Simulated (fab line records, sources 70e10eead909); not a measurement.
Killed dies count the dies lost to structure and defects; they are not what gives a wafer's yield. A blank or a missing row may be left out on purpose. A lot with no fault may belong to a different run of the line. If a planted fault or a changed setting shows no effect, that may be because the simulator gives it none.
Which tool was responsible? | flow nandHarc | 23 lots, 69 wafers sampled, at 6 steps of a route of 1302

== WHAT THE GAUGES READ, wafer by wafer ==
Not one reading of a measure or inspect step in the record can be checked against a usual standard deviation.

== EACH LOT AND THE TOOL THAT RAN IT (in order: tool; ch and the chambers of the sampled wafers; start) ==
lot  | NHARC_A_STAIRCASE_TRIM_12         | NHARC_A_STAIRCASE_TRIM_14     | NHARC_A_STAIRCASE_ETCH_17     | NHARC_A_STAIRCASE_ETCH_21     | NHARC_A_STAIRCASE_TRIM_200    | NHARC_A_STAIRCASE_ETCH_203
L075 | rieDiel-09 ch 0,1,3, day 15 17:07 | rieDiel-09 ch 0,1,2, no start | rieDiel-09 ch 1,2,3, no start | rieDiel-09 ch 0,2,3, no start | rieDiel-02 ch 0,1, no start   | rieDiel-02 ch 0,2,3, no start
L074 | rieDiel-13 ch 0,2,3, day 15 17:14 | rieDiel-13 ch 0,2,3, no start | rieDiel-13 ch 0,2, no start   | rieDiel-02 ch 0,1,3, no start | rieDiel-13 ch 2,3, no start   | rieDiel-13 ch 0,3, no start
L077 | rieDiel-09 ch 0,2,3, day 16 13:00 | rieDiel-09 ch 0,1,3, no start | rieDiel-09 ch 2,3, no start   | rieDiel-09 ch 0,1,2, no start | rieDiel-02 ch 0,3, no start   | rieDiel-02 ch 1,2, no start
L076 | rieDiel-13 ch 0,3, day 16 17:15   | rieDiel-13 ch 2,3, no start   | rieDiel-13 ch 2,3, no start   | rieDiel-09 ch 2,3, no start   | rieDiel-13 ch 2,3, no start   | rieDiel-13 ch 2,3, no start
L078 | rieDiel-09 ch 0,2, day 16 23:10   | rieDiel-09 ch 0,2,3, no start | rieDiel-09 ch 1,2,3, no start | rieDiel-09 ch 0,2,3, no start | rieDiel-09 ch 0,1,2, no start | rieDiel-09 ch 0,2,3, no start
L079 | rieDiel-02 ch 0,1, day 18 01:08   | rieDiel-02 ch 0,1,2, no start | rieDiel-02 ch 1,2, no start   | rieDiel-09 ch 0,2,3, no start | rieDiel-02 ch 0,3, no start   | rieDiel-02 ch 1,2,3, no start
L080 | rieDiel-13 ch 0,2,3, day 18 08:50 | rieDiel-13 ch 1,2, no start   | rieDiel-13 ch 1,3, no start   | rieDiel-13 ch 1,3, no start   | rieDiel-13 ch 1,3, no start   | rieDiel-13 ch 0,1,2, no start
L082 | rieDiel-02 ch 0,1, day 19 13:36   | rieDiel-02 ch 2,3, no start   | rieDiel-02 ch 0,1,3, no start | rieDiel-09 ch 1,2,3, no start | rieDiel-13 ch 0,2, no start   | rieDiel-13 ch 0,1,2, no start
L084 | rieDiel-13 ch 0,2, day 20 00:40   | rieDiel-13 ch 1,2,3, no start | rieDiel-13 ch 0,2,3, no start | rieDiel-13 ch 1,3, no start   | rieDiel-09 ch 1,2, no start   | rieDiel-09 ch 0,1,2, no start
L083 | rieDiel-09 ch 0,2,3, day 20 03:25 | rieDiel-09 ch 0,3, no start   | rieDiel-09 ch 0,2, no start   | rieDiel-13 ch 1,2, no start   | rieDiel-09 ch 1,2, no start   | rieDiel-09 ch 0,3, no start
L085 | rieDiel-13 ch 0,1,2, day 20 08:18 | rieDiel-13 ch 0,1,2, no start | rieDiel-13 ch 0,1,2, no start | rieDiel-13 ch 0,1,3, no start | rieDiel-13 ch 0,1,2, no start | rieDiel-13 ch 1,2,3, no start
L086 | rieDiel-02 ch 0,3, day 20 08:43   | rieDiel-02 ch 0,1,3, no start | rieDiel-02 ch 1,3, no start   | rieDiel-09 ch 1,3, no start   | rieDiel-09 ch 0,2,3, no start | rieDiel-09 ch 0,2, no start
L087 | rieDiel-02 ch 2,3, day 21 17:55   | rieDiel-02 ch 0,1, no start   | rieDiel-02 ch 0,1,2, no start | rieDiel-02 ch 1,2, no start   | rieDiel-13 ch 0,3, no start   | rieDiel-13 ch 0,2,3, no start
L089 | rieDiel-02 ch 1,3, day 21 18:16   | rieDiel-02 ch 0,2, no start   | rieDiel-02 ch 1,3, no start   | rieDiel-13 ch 1,3, no start   | rieDiel-02 ch 0,2, no start   | rieDiel-02 ch 0,2, no start
L088 | rieDiel-13 ch 2,3, day 22 04:34   | rieDiel-13 ch 0,1, no start   | rieDiel-13 ch 0,2, no start   | rieDiel-09 ch 0,2,3, no start | rieDiel-09 ch 0,1, no start   | rieDiel-09 ch 1,2, no start
L091 | rieDiel-02 ch 1,3, day 22 16:25   | rieDiel-02 ch 2,3, no start   | rieDiel-02 ch 0,2,3, no start | rieDiel-02 ch 2,3, no start   | rieDiel-02 ch 1,3, no start   | rieDiel-02 ch 1,3, no start
L093 | rieDiel-09 ch 1,3, day 23 00:22   | rieDiel-09 ch 1,2,3, no start | rieDiel-09 ch 0,2, no start   | rieDiel-09 ch 0,1,3, no start | rieDiel-02 ch 0,3, no start   | rieDiel-02 ch 0,1,3, no start
L090 | rieDiel-13 ch 0,1,2, day 23 00:41 | rieDiel-13 ch 0,3, no start   | rieDiel-13 ch 0,1,3, no start | rieDiel-13 ch 1,2,3, no start | rieDiel-09 ch 0,3, no start   | rieDiel-09 ch 0,1,3, no start
L092 | rieDiel-02 ch 0,1,2, day 23 07:59 | rieDiel-02 ch 0,2,3, no start | rieDiel-02 ch 0,1,2, no start | rieDiel-13 ch 1,2,3, no start | rieDiel-02 ch 1,2, no start   | rieDiel-02 ch 0,1, no start
L094 | rieDiel-09 ch 0,1,3, day 24 06:52 | rieDiel-09 ch 0,1,2, no start | rieDiel-09 ch 1,2,3, no start | rieDiel-09 ch 0,2,3, no start | rieDiel-09 ch 1,2,3, no start | rieDiel-09 ch 1,2,3, no start
L095 | rieDiel-13 ch 2,3, day 24 07:02   | rieDiel-13 ch 0,1,3, no start | rieDiel-13 ch 1,3, no start   | rieDiel-13 ch 2,3, no start   | rieDiel-02 ch 1,2,3, no start | rieDiel-02 ch 1,2,3, no start
L096 | rieDiel-09 ch 0,1,3, day 25 00:32 | rieDiel-09 ch 0,3, no start   | rieDiel-09 ch 1,2, no start   | rieDiel-13 ch 0,1,3, no start | rieDiel-09 ch 2,3, no start   | rieDiel-09 ch 0,2, no start
L097 | rieDiel-09 ch 1,2,3, day 25 00:44 | rieDiel-09 ch 1,2,3, no start | rieDiel-09 ch 1,2,3, no start | rieDiel-09 ch 0,1,2, no start | rieDiel-13 ch 1,2,3, no start | rieDiel-13 ch 2,3, no start
- NHARC_A_STAIRCASE_TRIM_12: chemistry O2, time 211.2 s.
- NHARC_A_STAIRCASE_TRIM_14: chemistry O2, time 211.2 s.
- NHARC_A_STAIRCASE_ETCH_17: etches the open film in C4F8/O2, target depth 100 nm, time 40.5 s.
- NHARC_A_STAIRCASE_ETCH_21: etches the open film in C4F8/O2, target depth 100 nm, time 40.5 s.
- NHARC_A_STAIRCASE_TRIM_200: chemistry O2, time 211.2 s.
- NHARC_A_STAIRCASE_ETCH_203: etches the open film in C4F8/O2, target depth 100 nm, time 40.5 s.

== AS READ BY THE TOOLS THEMSELVES (means over the sampled wafers that have a number; for cases with no such wafer, the mark the record gives instead) ==
NHARC_A_STAIRCASE_TRIM_12.
lot  | tool       | drypumpMotorCurrentA (A) | mfcArSccm (sccm) | oesProductAu (a.u.) | rfVppV (V) | showerheadPlenumPTorr (Torr) | throttleValvePct (%)
L075 | rieDiel-09 | 5.6                      | 0.006            | 1.008               | 58.0       | 3.58                         | 17.038
L074 | rieDiel-13 | 5.9                      | 0.015            | 1.002               | 58.9       | 3.54                         | 17.033
L077 | rieDiel-09 | 5.8                      | 0.006            | 1.001               | 57.1       | 3.61                         | 17.031
L076 | rieDiel-13 | 5.9                      | 0.016            | 1.002               | 58.0       | 3.61                         | 17.038
L078 | rieDiel-09 | 6.3                      | 0.006            | 0.997               | 58.4       | 3.70                         | 17.040
L079 | rieDiel-02 | 5.9                      | 0.005            | 1.000               | 58.2       | 3.45                         | 17.039
L080 | rieDiel-13 | 5.9                      | 0.015            | 1.005               | 57.4       | 3.53                         | 17.036
L082 | rieDiel-02 | 5.6                      | 0.009            | 0.991               | 57.2       | 3.55                         | 17.047
L084 | rieDiel-13 | 5.9                      | 0.023            | 0.993               | 57.3       | 3.55                         | 17.037
L083 | rieDiel-09 | 5.8                      | 0.006            | 1.001               | 57.2       | 3.59                         | 17.031
L085 | rieDiel-13 | 5.9                      | 0.025            | 1.012               | 58.0       | 3.54                         | 17.032
L086 | rieDiel-02 | 5.9                      | 0.025            | 0.988               | 57.0       | 3.48                         | 17.036
L087 | rieDiel-02 | 5.7                      | 0.012            | 1.003               | 58.0       | 3.71                         | 17.033
L089 | rieDiel-02 | 5.5                      | 0.029            | 0.993               | 58.0       | 3.58                         | 17.025
L088 | rieDiel-13 | 5.9                      | 0.007            | 0.999               | 57.6       | 3.48                         | 17.037
L091 | rieDiel-02 | 5.3                      | 0.022            | 0.987               | 58.2       | 3.61                         | 17.040
L093 | rieDiel-09 | 5.2                      | 0.000            | 1.014               | 58.0       | 3.43                         | 17.039
L090 | rieDiel-13 | 5.9                      | 0.025            | 0.994               | 57.9       | 3.54                         | 17.035
L092 | rieDiel-02 | 5.7                      | 0.005            | 0.999               | 59.1       | 3.58                         | 17.039
L094 | rieDiel-09 | 5.6                      | 0.006            | 0.997               | 56.2       | 3.55                         | 17.036
L095 | rieDiel-13 | 5.8                      | 0.013            | 1.005               | 57.2       | 3.43                         | 17.031
L096 | rieDiel-09 | 5.6                      | 0.006            | 0.990               | 57.5       | 3.54                         | 17.036
L097 | rieDiel-09 | 5.6                      | 0.000            | 1.008               | 57.6       | 3.51                         | 17.022

NHARC_A_STAIRCASE_TRIM_14.
lot  | tool       | drypumpMotorCurrentA (A) | mfcArSccm (sccm) | oesProductAu (a.u.) | rfVppV (V) | showerheadPlenumPTorr (Torr) | throttleValvePct (%)
L075 | rieDiel-09 | 6.0                      | 0.006            | 1.001               | 58.6       | 3.67                         | 17.039
L074 | rieDiel-13 | 5.9                      | 0.015            | 1.003               | 57.5       | 3.54                         | 17.038
L077 | rieDiel-09 | 5.6                      | 0.006            | 1.005               | 58.0       | 3.58                         | 17.040
L076 | rieDiel-13 | 5.8                      | 0.013            | 1.002               | 57.3       | 3.46                         | 17.038
L078 | rieDiel-09 | 5.9                      | 0.006            | 0.996               | 58.1       | 3.61                         | 17.044
L079 | rieDiel-02 | 5.7                      | 0.005            | 1.000               | 57.3       | 3.61                         | 17.028
L080 | rieDiel-13 | 5.9                      | 0.027            | 0.998               | 57.3       | 3.55                         | 17.031
L082 | rieDiel-02 | 5.7                      | 0.012            | 0.994               | 58.2       | 3.72                         | 17.027
L084 | rieDiel-13 | 5.9                      | 0.017            | 1.006               | 57.7       | 3.52                         | 17.042
L083 | rieDiel-09 | 5.8                      | 0.013            | 1.008               | 58.6       | 3.63                         | 17.041
L085 | rieDiel-13 | 5.9                      | 0.025            | 1.003               | 59.1       | 3.54                         | 17.037
L086 | rieDiel-02 | 5.7                      | 0.017            | 0.994               | 57.5       | 3.51                         | 17.032
L087 | rieDiel-02 | 5.9                      | 0.005            | 0.991               | 57.5       | 3.44                         | 17.045
L089 | rieDiel-02 | 5.9                      | 0.000            | 1.017               | 57.9       | 3.64                         | 17.040
L088 | rieDiel-13 | 5.9                      | 0.028            | 1.003               | 57.8       | 3.61                         | 17.037
L091 | rieDiel-02 | 5.6                      | 0.012            | 1.000               | 58.3       | 3.71                         | 17.036
L093 | rieDiel-09 | 5.6                      | 0.000            | 1.002               | 57.8       | 3.52                         | 17.047
L090 | rieDiel-13 | 5.9                      | 0.016            | 1.002               | 58.5       | 3.59                         | 17.032
L092 | rieDiel-02 | 5.9                      | 0.012            | 0.992               | 56.8       | 3.55                         | 17.037
L094 | rieDiel-09 | 6.0                      | 0.006            | 1.003               | 58.5       | 3.64                         | 17.032
L095 | rieDiel-13 | 5.9                      | 0.018            | 1.010               | 57.9       | 3.57                         | 17.042
L096 | rieDiel-09 | 5.8                      | 0.013            | 0.989               | 58.6       | 3.61                         | 17.032
L097 | rieDiel-09 | 5.6                      | 0.000            | 1.010               | 57.5       | 3.51                         | 17.037

NHARC_A_STAIRCASE_ETCH_17.
lot  | tool       | oesProductAu (a.u.) | rfVppV (V)
L075 | rieDiel-09 | 0.936               | 896
L074 | rieDiel-13 | 0.936               | 894
L077 | rieDiel-09 | 0.949               | 894
L076 | rieDiel-13 | 0.949               | 896
L078 | rieDiel-09 | 0.942               | 896
L079 | rieDiel-02 | 0.953               | 905
L080 | rieDiel-13 | 0.945               | 897
L082 | rieDiel-02 | 0.931               | 896
L084 | rieDiel-13 | 0.934               | 896
L083 | rieDiel-09 | 0.950               | 903
L085 | rieDiel-13 | 0.944               | 896
L086 | rieDiel-02 | 0.931               | 898
L087 | rieDiel-02 | 0.940               | 897
L089 | rieDiel-02 | 0.928               | 897
L088 | rieDiel-13 | 0.954               | 893
L091 | rieDiel-02 | 0.943               | 896
L093 | rieDiel-09 | 0.935               | 901
L090 | rieDiel-13 | 0.947               | 898
L092 | rieDiel-02 | 0.947               | 898
L094 | rieDiel-09 | 0.949               | 896
L095 | rieDiel-13 | 0.958               | 897
L096 | rieDiel-09 | 0.938               | 899
L097 | rieDiel-09 | 0.943               | 896

NHARC_A_STAIRCASE_ETCH_21.
lot  | tool       | oesProductAu (a.u.) | rfVppV (V)
L075 | rieDiel-09 | 0.944               | 899
L074 | rieDiel-02 | 0.956               | 896
L077 | rieDiel-09 | 0.948               | 901
L076 | rieDiel-09 | 0.924               | 894
L078 | rieDiel-09 | 0.944               | 899
L079 | rieDiel-09 | 0.963               | 898
L080 | rieDiel-13 | 0.937               | 898
L082 | rieDiel-09 | 0.967               | 896
L084 | rieDiel-13 | 0.936               | 899
L083 | rieDiel-13 | 0.981               | 894
L085 | rieDiel-13 | 0.943               | 898
L086 | rieDiel-09 | 0.941               | 893
L087 | rieDiel-02 | 0.943               | 903
L089 | rieDiel-13 | 0.925               | 898
L088 | rieDiel-09 | 0.969               | 899
L091 | rieDiel-02 | 0.948               | 900
L093 | rieDiel-09 | 0.936               | 897
L090 | rieDiel-13 | 0.943               | 895
L092 | rieDiel-13 | 0.976               | 896
L094 | rieDiel-09 | 0.946               | 898
L095 | rieDiel-13 | 0.943               | 894
L096 | rieDiel-13 | 0.936               | 898
L097 | rieDiel-09 | 0.948               | 900

NHARC_A_STAIRCASE_TRIM_200.
lot  | tool       | drypumpMotorCurrentA (A) | mfcArSccm (sccm) | oesProductAu (a.u.) | rfVppV (V) | showerheadPlenumPTorr (Torr) | throttleValvePct (%)
L075 | rieDiel-02 | 5.6                      | 0.009            | 1.009               | 57.6       | 3.56                         | 17.043
L074 | rieDiel-13 | 5.8                      | 0.013            | 1.005               | 57.3       | 3.47                         | 17.046
L077 | rieDiel-02 | 6.1                      | 0.012            | 1.004               | 58.2       | 3.42                         | 17.034
L076 | rieDiel-13 | 5.8                      | 0.013            | 0.999               | 58.3       | 3.46                         | 17.036
L078 | rieDiel-09 | 6.0                      | 0.006            | 0.999               | 57.9       | 3.67                         | 17.029
L079 | rieDiel-02 | 6.1                      | 0.012            | 1.005               | 57.6       | 3.42                         | 17.032
L080 | rieDiel-13 | 5.9                      | 0.010            | 1.006               | 57.9       | 3.57                         | 17.045
L082 | rieDiel-13 | 5.8                      | 0.021            | 1.001               | 57.8       | 3.48                         | 17.041
L084 | rieDiel-09 | 5.8                      | 0.000            | 1.006               | 58.0       | 3.59                         | 17.035
L083 | rieDiel-09 | 6.1                      | 0.000            | 1.007               | 57.2       | 3.62                         | 17.044
L085 | rieDiel-13 | 5.9                      | 0.025            | 1.006               | 58.1       | 3.54                         | 17.035
L086 | rieDiel-09 | 5.8                      | 0.006            | 1.006               | 57.7       | 3.59                         | 17.028
L087 | rieDiel-13 | 5.9                      | 0.008            | 1.002               | 58.8       | 3.56                         | 17.030
L089 | rieDiel-02 | 5.8                      | 0.000            | 1.012               | 57.9       | 3.64                         | 17.044
L088 | rieDiel-09 | 5.7                      | 0.006            | 1.006               | 57.8       | 3.61                         | 17.040
L091 | rieDiel-02 | 5.5                      | 0.029            | 0.987               | 58.2       | 3.57                         | 17.039
L093 | rieDiel-02 | 5.9                      | 0.025            | 0.998               | 57.6       | 3.46                         | 17.026
L090 | rieDiel-09 | 5.8                      | 0.013            | 0.995               | 58.0       | 3.62                         | 17.031
L092 | rieDiel-02 | 5.5                      | 0.005            | 0.997               | 57.1       | 3.73                         | 17.033
L094 | rieDiel-09 | 5.6                      | 0.000            | 1.001               | 58.0       | 3.52                         | 17.045
L095 | rieDiel-02 | 5.5                      | 0.017            | 0.994               | 58.8       | 3.65                         | 17.031
L096 | rieDiel-09 | 5.5                      | 0.000            | 1.007               | 57.6       | 3.45                         | 17.043
L097 | rieDiel-13 | 5.9                      | 0.017            | 1.013               | 57.9       | 3.49                         | 17.036

NHARC_A_STAIRCASE_ETCH_203.
lot  | tool       | oesProductAu (a.u.) | rfVppV (V)
L075 | rieDiel-02 | 0.947               | 892
L074 | rieDiel-13 | 0.948               | 899
L077 | rieDiel-02 | 0.965               | 895
L076 | rieDiel-13 | 0.942               | 893
L078 | rieDiel-09 | 0.941               | 899
L079 | rieDiel-02 | 0.943               | 900
L080 | rieDiel-13 | 0.948               | 897
L082 | rieDiel-13 | 0.952               | 897
L084 | rieDiel-09 | 0.955               | 900
L083 | rieDiel-09 | 0.944               | 895
L085 | rieDiel-13 | 0.954               | 896
L086 | rieDiel-09 | 0.939               | 902
L087 | rieDiel-13 | 0.947               | 895
L089 | rieDiel-02 | 0.953               | 900
L088 | rieDiel-09 | 0.956               | 897
L091 | rieDiel-02 | 0.929               | 897
L093 | rieDiel-02 | 0.942               | 894
L090 | rieDiel-09 | 0.941               | 897
L092 | rieDiel-02 | 0.945               | 892
L094 | rieDiel-09 | 0.950               | 896
L095 | rieDiel-02 | 0.942               | 900
L096 | rieDiel-09 | 0.939               | 899
L097 | rieDiel-13 | 0.964               | 894

== THE ANSWER, worked out from the rows above alone ==
Rule: the usual values come from the lots themselves. The widest of any qualifying gaps counts: lots, ordered by their means at a reading, are off when they make up no more than a third of the lots, leave a main group of 4 or more, and stand apart from it by 3 or more times the standard deviation of that group's means. If all means in a main group match to the digits the tables above print for the reading, that group is not used. A lot without any number at a reading at which 4 lots or more have one is off too. All remaining lots with rows at the step are treated as sound. The gauges are gone through in route order, then the tools' own readings, and for those a lot's mean is taken as printed above. The first step at which some lot is off is used, and at that step the reading that is off furthest; a lot without a number counts as furthest.
None of the lots is off at any reading shown; this tells nothing.

== WHAT THE SIMULATOR HAD PUT IN ==
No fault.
